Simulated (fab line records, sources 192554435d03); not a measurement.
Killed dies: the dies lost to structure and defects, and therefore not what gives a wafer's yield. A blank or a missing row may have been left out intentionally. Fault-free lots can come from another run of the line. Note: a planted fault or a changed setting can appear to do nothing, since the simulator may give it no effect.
Chamber matching / flow n5Finfet / N5_BEOL_M4_PRE_CLEAN_60 on cvdCo-02 has 3 sister chambers
The step time 15 s. 6 wafers are shown with their chamber, then 7 later ones without.

## WAFERS WITH THEIR CHAMBER
wafer=L888.1; chamber=1; heaterPowerW (W)=77
wafer=L888.5; chamber=1; heaterPowerW (W)=75
wafer=L891.1; chamber=2; heaterPowerW (W)=95
wafer=L891.3; chamber=0; heaterPowerW (W)=80
wafer=L891.6; chamber=0; heaterPowerW (W)=81
wafer=L899.2; chamber=2; heaterPowerW (W)=94

## WAFERS WHOSE CHAMBER IS MISSING
wafer=L899.4; heaterPowerW (W)=95
wafer=L903.4; heaterPowerW (W)=96
wafer=L903.5; heaterPowerW (W)=95
wafer=L903.6; heaterPowerW (W)=81
wafer=L902.2; heaterPowerW (W)=82
wafer=L902.4; heaterPowerW (W)=78
wafer=L902.6; heaterPowerW (W)=79

## WHICH CHAMBER EACH WENT THROUGH
wafer=L899.4; from the rows above=2; in truth=2
wafer=L903.4; from the rows above=2; in truth=2
wafer=L903.5; from the rows above=2; in truth=2
wafer=L903.6; from the rows above=0; in truth=0
wafer=L902.2; from the rows above=0; in truth=0
wafer=L902.4; from the rows above=can't be placed: 1 or 0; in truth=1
wafer=L902.6; from the rows above=can't be placed: 0 or 1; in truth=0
Correct placement for 5 of the 7. These rows do not allow placing 2 (true chamber among the candidates in 2). Number placed wrongly: 0.
How it was worked out, from the rows above alone: a wafer's distance from a chamber is the root of the sum, over the readings, of the square of ((its reading less the chamber's mean) divided by the reading's scatter). The wafer belongs to the nearest chamber; if the next one is less than 2 further off, it can't be placed. A chamber's mean is the mean of its shown wafers. The scatter: take each reading less its chamber's mean, square it, sum over the shown wafers, divide by the number of wafers less the number of chambers, and take the root.
